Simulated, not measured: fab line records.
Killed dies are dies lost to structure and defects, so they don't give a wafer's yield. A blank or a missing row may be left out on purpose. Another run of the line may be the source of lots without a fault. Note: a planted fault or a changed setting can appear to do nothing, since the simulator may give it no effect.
fab line records | flow n5Finfet
record: lots: 3 | wafers: 9 | lastDay: 16
route steps=1938 shown BEOL_M6@1199 PASSIVATION@1936
lots with no fault: from the same line, run without faults
startH: hours from the record's first day to the start of the lot's first wafer shown | waitH: hours elapsed since this lot's preceding step | " same as the row above | L1.1+2: several wafers, shown together as one row | - no value, or no start was given | * or withheld: withheld | < > ~ a bound
route shown NAME@n: names a module that has steps shown in the file, with the first one's number in the route | usual: mean/standard deviation taken from wafers without a fault | same: alike in all rows | chamber/n: place in a boat | sites: each site's reading | _std_site: the standard deviation of these | _edge_site: the outer-site mean with the inner-site mean subtracted | radiusMm: for every site, how far away it sits from the centre of the wafer | mask NAME#n: copy n | behind: tool/chamber where the wafer was last shaped | hold: why the lot was held/for how many hours/how that ended | device: the transistor (n, p or np) that didn't switch | end of line: the tests these same wafers got at the end of their route | a step given without rows: its recipe and nothing more | killed: count of dies lost to structure and defects at first sort (not the wafer's yield) | map: shows each die of a wafer: x if killed, . if not, _ if none is there
set.NAME: the run value of the setting; set.NAME@STEP: its run value at that earlier step | model.NAME: the simulator's own value behind a step, which no gauge read
lots at selected steps of the route; one table per step, one row per wafer
services: when a tool's chamber went out of use (startH, in hours from the record's first day, below 0 if earlier), for how many hours, and the reason
== steps ==
step: N5_BEOL_M6_COAT_59
recipe: resist: SOC | tempC: 250 | timeS: 60 | spinRpm: 1500 | resistThkNm: 100
step: N5_BEOL_M6_COAT_60
recipe: resist: SiARC | tempC: 220 | timeS: 60 | spinRpm: 1500 | resistThkNm: 35
step: N5_BEOL_M6_COAT_05
recipe: resist: CAR-ArF | spinRpm: 1500 | resistThkNm: 90
step: N5_BEOL_M6_EBR_07
recipe: solvent: PGMEA | ebrWidthMm: 1.5
step: N5_BEOL_M6_SOFTBAKE_06
recipe: tempC: 110 | timeS: 60 | resist: CAR-ArF
step: N5_BEOL_M6_EXPOSE_08
recipe: maskId: M6 | na: 1.35 | sourceShape: dipole | sigmaInner: 0.817 | sigmaOuter: 0.97 | polarization: te | doseMj: 68.25
step: N5_BEOL_M6_PEB_09
recipe: pebTempC: withheld | pebTimeS: 60 | resist: CAR-ArF
step: N5_BEOL_M6_DEVELOP_10
recipe: developTimeS: 30 | developer: TMAH | resist: CAR-ArF | rinseLiquid: diw | dry: airSpin | devTempC: 23
step: N5_BEOL_M6_DESCUM_16
recipe: chemistry: O2 | timeS: 7.9 | sourcePowerW: 50 | biasPowerW: 20 | pressureMtorr: 20 | rfFrequencyHz: 2.712e+07 | tempC: 40 | resist: CAR-ArF | o2FlowSccm: 225
step: N5_BEOL_M6_ETCH_61
recipe: chemistry: CF4 | target: SiARC | targetDepthA: 455 | maskMaterial: CAR-ArF | timeS: 75.8 | ionEnergyEv: 80 | pressureMtorr: 40 | sourceW: 545 | biasW: 36 | Ar_flow_sccm: 100 | cf4FlowSccm: 100 | ends: cleared
usual: biasW: 36.00/0.11 | cf4FlowSccm: 100.0/0.32 | drypumpMotorCurrentA: 5.8/0.52 | etchRfOnTimeS: 75.1/2.1 | oesProductAu: 0.70/0.08 | rfFwdPowerW: 539.0/2.1 | rfVppV: 184.7/1.2 | showerheadPlenumPTorr: 2.19/0.066 | throttleValvePct: 15.50/0.2
lot.wafer | tool       | chamber | startH | waitH | biasW | cf4FlowSccm | drypumpMotorCurrentA | etchRfOnTimeS | oesProductAu | rfFwdPowerW | rfHoursCounterH | rfVppV | showerheadPlenumPTorr | throttleValvePct
L185.2    | rieDiel-01 | 2       | 203.13 | 0.0   | 36.10 | 100.4       | 5.2                  | 72.4          | 0.73         | 537.6       | 65              | 184.9  | 2.26                  | 15.42
L185.5    | "          | 0       | "      | "     | 36.04 | 99.7        | 6.3                  | 76.8          | 0.64         | 541.4       | -               | 185.9  | 2.23                  | 15.47
L185.6    | "          | 2       | "      | "     | 35.97 | 100.1       | 5.2                  | 72.4          | 0.73         | 539.4       | -               | 184.8  | 2.26                  | 15.43
L200.2    | rieDiel-01 | 1       | 293.15 | 0.0   | 35.93 | 99.8        | 5.7                  | 73.6          | 0.79         | 539.9       | 27              | 185.9  | 2.29                  | 15.25
L200.4    | "          | 3       | "      | "     | 36.11 | 100.3       | 6.5                  | 73.0          | 0.75         | 537.0       | 35              | 185.1  | 2.18                  | 15.35
L200.6    | "          | 0       | "      | "     | 36.02 | 100.2       | 6.3                  | 77.6          | 0.62         | 541.3       | -               | 185.5  | 2.22                  | 15.55
L203.1    | rieDiel-06 | 3       | 303.79 | 0.0   | 35.90 | 99.8        | 5.4                  | 78.1          | 0.74         | 541.8       | 38              | 185.5  | 2.26                  | 15.44
L203.2    | "          | 2       | "      | "     | 35.95 | 100.1       | 6.3                  | 74.4          | 0.79         | 537.9       | 26              | 184.8  | 2.10                  | 15.26
L203.5    | "          | 3       | "      | "     | 36.00 | 100.0       | 5.4                  | 78.3          | 0.74         | 541.7       | -               | 185.3  | 2.26                  | 15.45
step: N5_BEOL_M6_ETCH_62
recipe: chemistry: N2/H2 | target: SOC | targetDepthA: 1100 | overetchA: 220 | maskMaterial: SiARC | tempC: 40 | timeS: 165 | ionEnergyEv: 200 | pressureMtorr: 30 | sourceW: 840 | biasW: 150 | n2FlowSccm: 200 | h2FlowSccm: 200
step: N5_BEOL_M6_STRIP_68
recipe: chemistry: N2/H2 | tempC: 40 | n2FlowSccm: 200 | h2FlowSccm: 200 | rfFrequencyHz: 6e+07
step: N5_BEOL_M6_STRIP_67
recipe: chemistry: CF4 | resist: SiARC | powerW: 300 | biasPowerW: 75 | pressureMtorr: 50 | cf4FlowSccm: 150 | rfFrequencyHz: 6e+07
step: N5_BEOL_M6_HM_OPEN_17
recipe: chemistry: Cl2/BCl3 | targetDepthA: 200 | overetchA: 60 | target: TiN | maskMaterial: SOC | ionEnergyEv: 150 | pressureMtorr: 10 | icpW: 1000 | biasW: 126 | Cl2_flow_sccm: 53.25 | bcl3FlowSccm: 21.75 | Ar_flow_sccm: 25
step: N5_BEOL_M6_STRIP_19
recipe: chemistry: O2 | powerW: 400 | tempC: 40 | pressureMtorr: 30 | rfFrequencyHz: 6e+07 | biasPowerW: 0 | overashFraction: 0.2 | o2FlowSccm: 225
step: N5_BEOL_M6_COAT_63
recipe: resist: SOC | tempC: 250 | timeS: 60 | spinRpm: 1500 | resistThkNm: 60
step: N5_BEOL_M6_COAT_64
recipe: resist: SiARC | tempC: 220 | timeS: 60 | spinRpm: 1500 | resistThkNm: 12
step: N5_BEOL_M6_COAT_71
recipe: resist: underlayer | tempC: 205 | timeS: 60 | spinRpm: 1500 | resistThkNm: 5
step: N5_BEOL_M6_COAT_22
recipe: resist: CAR-EUV | spinRpm: 1500 | resistThkNm: 30
step: N5_BEOL_M6_EBR_24
recipe: solvent: PGMEA | ebrWidthMm: 1.5
step: N5_BEOL_M6_SOFTBAKE_23
recipe: tempC: 110 | timeS: 60 | resist: CAR-EUV
step: N5_BEOL_M6_EXPOSE_25
recipe: maskId: V5 | na: 0.33 | sourceShape: annular | sigmaInner: 0.4 | sigmaOuter: 0.8 | polarization: unpolarized | targetCdNm: 40 | doseMj: 45
step: N5_BEOL_M6_PEB_26
recipe: pebTempC: 100 | pebTimeS: 60 | resist: CAR-EUV
step: N5_BEOL_M6_DEVELOP_27
recipe: developTimeS: 30 | developer: TMAH | resist: CAR-EUV | rinseLiquid: surfactantRinse | dry: airSpin | devTempC: 23
step: N5_BEOL_M6_INSPECT_30
recipe: mode: adi | inspectInstrument: brightfield
usual: rawDefectCount: 439/84
lot.wafer | tool             | chamber | startH | waitH | rawDefectCount
L185.2    | defectInspect-02 | -       | 205.37 | 0.0   | 348
L185.5    | "                | -       | "      | "     | 363
L185.6    | "                | -       | "      | "     | 416
L200.2    | defectInspect-01 | -       | 294.35 | 0.0   | 1292
L200.4    | "                | -       | "      | "     | 378
L200.6    | "                | -       | "      | "     | 416
L203.1    | defectInspect-01 | -       | 304.66 | 0.1   | 340
L203.2    | "                | -       | "      | "     | 340
L203.5    | "                | -       | "      | "     | 504
step: N5_BEOL_M6_DESCUM_33
recipe: chemistry: O2 | timeS: 7 | sourcePowerW: 50 | biasPowerW: 20 | pressureMtorr: 20 | rfFrequencyHz: 2.712e+07 | tempC: 40 | resist: CAR-EUV | o2FlowSccm: 225
step: N5_PASSIVATION_PROBE_49
usual: defectLimitedYield: 91.4/1.5 | killed_at_M0_to_M3: 34/10 | killed_at_M4_up: 15/6 | killedAtContacts: 12/6 | killedAtFrontEnd: 37/11 | killedAtOther: 3.3/2.8 | killedDies: 101/18 | killedOpen: 66/14 | killedShort: 33/7.8 | sort_bin_5_function: 5.0/0.97 | sort_bin_6_memory: 3.2/0.72 | sortNPass: 1079/18 | sortYieldPct: 91.4/1.5
same: grossDies: 1180 | killedAtBackSide: 0 | sort_bin_4_leakage[%]: 0 | sort_bin_8_speed[%]: 0
lot.wafer | tool      | chamber | startH | waitH | defectLimitedYield[%] | killed_at_M0_to_M3 | killed_at_M4_up | killedAtContacts | killedAtFrontEnd | killedAtOther | killedDies | killedOpen | killedShort | sort_bin_5_function[%] | sort_bin_6_memory[%] | sortNPass | sortYieldPct[%]
L200.2    | prober-01 | -       | 385.71 | 0.1   | 83.1                  | 27                 | 141             | 6                | 24               | 2             | 200        | 42         | 21          | 11.9                   | 2.7                  | 980       | 83.1
killed by level:class
L200.2 BEOL_M6:unspecified=136 BEOL_M0_SAQP:geometricParticle:short=8 BEOL_M0_SAQP:geometricParticle:open=8 MOL_CONTACT_COAG:geometricParticle:open=6 STI_FIN_REVEAL:geometricParticle:open=5 DUMMY_GATE:geometricParticle:open=4 BEOL_M0:geometricParticle:open=4 GATE_CUT:geometricParticle:short=3
map L200.2 (x killed, . not)
_________________x...........________________
______________.................._____________
___________........................__________
__________.........................._________
________............x....x............_______
_______........x...............x.......______
______.x.....x..............x..x........_____
_____.x.x.................x..............____
____x...............x.x..............x....___
___...............x...x.........x...x......__
___..x..........x.................xx.......__
__.x...........x.xx.xx......xx.............._
__...........x.xxx.xx...................x..._
_...........xxxxxxxx.xx...x..................
_.......xx..xxxxxxxxxxx.x....................
_.........xxxxxxxxxxxxx.x......x.............
_..........xxxxxxxxxxxx..xxx................x
_........xxxxxxxxxxxxxxxx...............x....
_....x.....xxxxxxxxxxxxx.....................
_.........xxxxxxxxxxxxxx.....................
_x...x....x.xxxxxxxxxxxx.x...................
__..........xxxxxxxxxx.......x.............x_
__............xxxx.....x...................._
___...........x..x.x.xx....x........x......__
___...x..................xx....x...........__
____......................................___
_____....................................____
______x....x.....x......................_____
_______.x.....x.........xx.............______
________................x............._______
__________.........................._________
___________x.......x....x........x.__________
______________.....x.......x...._____________
_________________.....x..x...________________
map L185.5 (x killed, . not)
_________________.....x..x..x________________
______________...x...x.........._____________
___________.x......................__________
__________.x.....x....x.....x......._________
________.............................._______
_______.x.xx.....x..x...............x..______
______......x.x...................x....._____
_____.........x...x................xxx...____
____.................x....................___
___.....x..........................xx......__
___...x....x.x...xx.x...x...............x..__
__............x.x.................x........x_
__..x............x...............x...x..x..._
_........x.....x.x........x....x...x....xx...
_.........x......x............x..x..x...xx...
_......xx.x.............x................xx..
_xx..............xx..............x...........
_....................................xx......
_.....x.x.x.............x.x.........x........
_.x..x.......................................
_....x..........xx........x....x....x...x....
__...xxx.x...x....xx....x..........x....x.x._
__..............x.x.x...x.....x......x......_
___.x.x.....x..................x.x.......x.__
___.............x...x..x..........x........__
____x.................x...............x..x___
_____.........x...x...........x..........____
______x..xx.............x.x..x.......x.._____
_______x.x...x.........................______
________.......x.x.......x............_______
__________...........x.............._________
___________.x................x...x.__________
______________.......x.........._____________
_________________...xx.......________________
== services ==
tool       | chamber | startH | hours | kind
rieDiel-06 | -       | 183.10 | 0.2   | repair
rieDiel-01 | 3       | 188.14 | -     | clean
rieDiel-01 | 3       | 188.14 | -     | consumableReplace:focusRing
rieDiel-01 | 3       | 188.14 | 25.6  | scheduledDown
rieDiel-01 | 3       | 188.14 | 25.6  | ventCycle
rieDiel-06 | 2       | 200.19 | -     | clean
rieDiel-06 | 2       | 200.19 | -     | consumableReplace:focusRing
rieDiel-06 | 2       | 200.19 | 17.7  | scheduledDown
rieDiel-06 | 2       | 200.19 | 17.7  | ventCycle
rieDiel-01 | 1       | 213.94 | -     | clean
rieDiel-01 | 1       | 213.94 | -     | consumableReplace:focusRing
rieDiel-01 | 1       | 213.94 | -     | consumableReplace:showerhead
rieDiel-01 | 1       | 213.94 | 18.5  | scheduledDown
rieDiel-01 | 1       | 213.94 | 18.5  | ventCycle
rieDiel-06 | -       | 233.19 | 15.6  | pm
rieDiel-06 | 3       | 251.02 | 9.4   | repair
rieDiel-06 | 0       | 263.94 | 4.2   | repair
rieDiel-06 | -       | 277.23 | 4.3   | pm
rieDiel-06 | 0       | 284.94 | -     | clean
rieDiel-06 | 0       | 284.94 | -     | consumableReplace:focusRing
rieDiel-06 | 0       | 284.94 | 15.1  | scheduledDown
rieDiel-06 | 0       | 284.94 | 15.1  | ventCycle
rieDiel-01 | 0       | 287.50 | 1.8   | repair
== key ==
firstSign: step: N5_BEOL_M6_INSPECT_30 | reading: rawDefectCount | direction: up | sigmas: 10 | usual: 439 | struck: 1292
effect: step: N5_PASSIVATION_PROBE_49 | reading: killed_at_M4_up | direction: up | sigmas: 21 | usual: 15 | struck: 141
moreKillsBornAt: N5_BEOL_M6_ETCH_61@rieDiel-01: 136
metAt N5_BEOL_M6_ETCH_61
struckWafers L200.2
fault: kind: chamberParticleSource | tool: rieDiel-01 | chamber: 1 | onsetH: 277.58 | steps: N5_BEOL_M6_ETCH_61 | ratePerVisitCm2: 1.4615 | endH: 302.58
